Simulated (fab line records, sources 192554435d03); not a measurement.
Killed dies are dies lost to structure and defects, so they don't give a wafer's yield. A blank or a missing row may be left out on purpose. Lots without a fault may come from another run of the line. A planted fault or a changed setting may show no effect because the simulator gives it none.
One fault seen from 3 desks | flow n5_finfet | each desk has only its own numbers; what lay behind them comes last

THE DEFECT DESK
What the inspections along the route counted, lot by lot: means of the sampled wafers that have a number. A lot is out of limits, marked OUT, if its mean lies more than 4 standard deviations from the usual mean; the brackets give that distance.
Columns: A = raw_defect_count at N5_MOL_CONTACT_COAG_INSPECT_10, usual 68
lot  | first seen here | A
L499 | day 5 10:59     | 45
L503 | day 6 10:47     | 58
L508 | day 7 17:28     | 91
L511 | day 8 04:43     | 47
L512 | day 8 12:12     | 95
L516 | day 9 17:11     | 68
This desk's finding: nothing out of limits on any of the 6 lots.

THE TOOL OWNER'S DESK: rie_diel-06
The tool's own readings at N5_MOL_CONTACT_COAG_ETCH_110 (etches Si in CF4/O2, target depth 2.5 nm, time 8 s): means of the sampled wafers that have a number, for each lot that ran on this tool. A lot is out of limits, marked OUT, if its mean lies more than 4 standard deviations from the usual mean; the brackets give that distance.
Columns: A = drypump_motor_current_A at N5_MOL_CONTACT_COAG_ETCH_110, usual 5.4 A; B = oes_product_au at N5_MOL_CONTACT_COAG_ETCH_110, usual 0.77 a.u.; C = rf_vpp_V at N5_MOL_CONTACT_COAG_ETCH_110, usual 127.9 V; D = showerhead_plenum_p_Torr at N5_MOL_CONTACT_COAG_ETCH_110, usual 2.28 Torr; E = throttle_valve_pct at N5_MOL_CONTACT_COAG_ETCH_110, usual 10.79 %
lot  | first seen here | A   | B    | C     | D    | E
L499 | day 5 11:18     | 5.2 | 0.74 | 129.1 | 2.31 | 10.62
L512 | day 8 12:34     | 5.5 | 0.72 | 128.0 | 2.27 | 10.77
L516 | day 9 17:29     | 5.3 | 0.67 | 130.6 | 2.31 | 10.92
This desk's finding: nothing out of limits on any of the 3 lots.

THE METROLOGY DESK
What the gauges read, lot by lot, whatever tool the lot ran on: means of the sampled wafers that have a number. A lot is out of limits, marked OUT, if its mean lies more than 4 standard deviations from the usual mean; the brackets give that distance. Of its 12 readings 7 are shown: those that lie furthest out on some lot.
Columns: A = cd_nm at N5_MOL_CONTACT_COAG_CD_MEAS_08, usual 28.00 nm; B = CA_OVL at N5_MOL_CONTACT_COAG_OVL_MEAS_09, usual -0.3 nm; C = DIBL_N at N5_BEOL_M4_RC_MEAS_101, usual 36.1 mV/V; D = ION_N at N5_BEOL_M4_RC_MEAS_101, usual 677 uA/um; E = SS_P at N5_BEOL_M4_RC_MEAS_101, usual 73.3 mV/dec; F = VT_N at N5_BEOL_M4_RC_MEAS_101, usual 249.1 mV; G = VT_P at N5_BEOL_M4_RC_MEAS_101, usual -250 mV
lot  | first seen here | A     | B    | C    | D   | E    | F     | G
L499 | day 5 10:53     | 27.67 | -0.1 | 36.1 | 684 | 73.0 | 248.0 | -247
L503 | day 6 10:42     | 28.18 | 0.4  | 37.1 | 678 | 72.9 | 248.8 | -255
L508 | day 7 17:23     | 27.81 | 0.2  | 33.7 | 661 | 72.8 | 252.7 | -251
L511 | day 8 04:38     | 27.90 | -0.7 | 36.7 | 682 | 73.4 | 247.5 | -246
L512 | day 8 12:07     | 28.20 | -1.2 | 38.0 | 689 | 74.3 | 246.8 | -250
L516 | day 9 17:05     | 28.00 | 1.2  | 36.3 | 676 | 73.4 | 247.5 | -245
This desk's finding: nothing out of limits on any of the 6 lots.

PUT TOGETHER
The defect desk saw nothing out of limits.
The tool owner's desk saw nothing out of limits.
The metrology desk saw nothing out of limits.

WHAT THE SIMULATOR HAD PUT IN
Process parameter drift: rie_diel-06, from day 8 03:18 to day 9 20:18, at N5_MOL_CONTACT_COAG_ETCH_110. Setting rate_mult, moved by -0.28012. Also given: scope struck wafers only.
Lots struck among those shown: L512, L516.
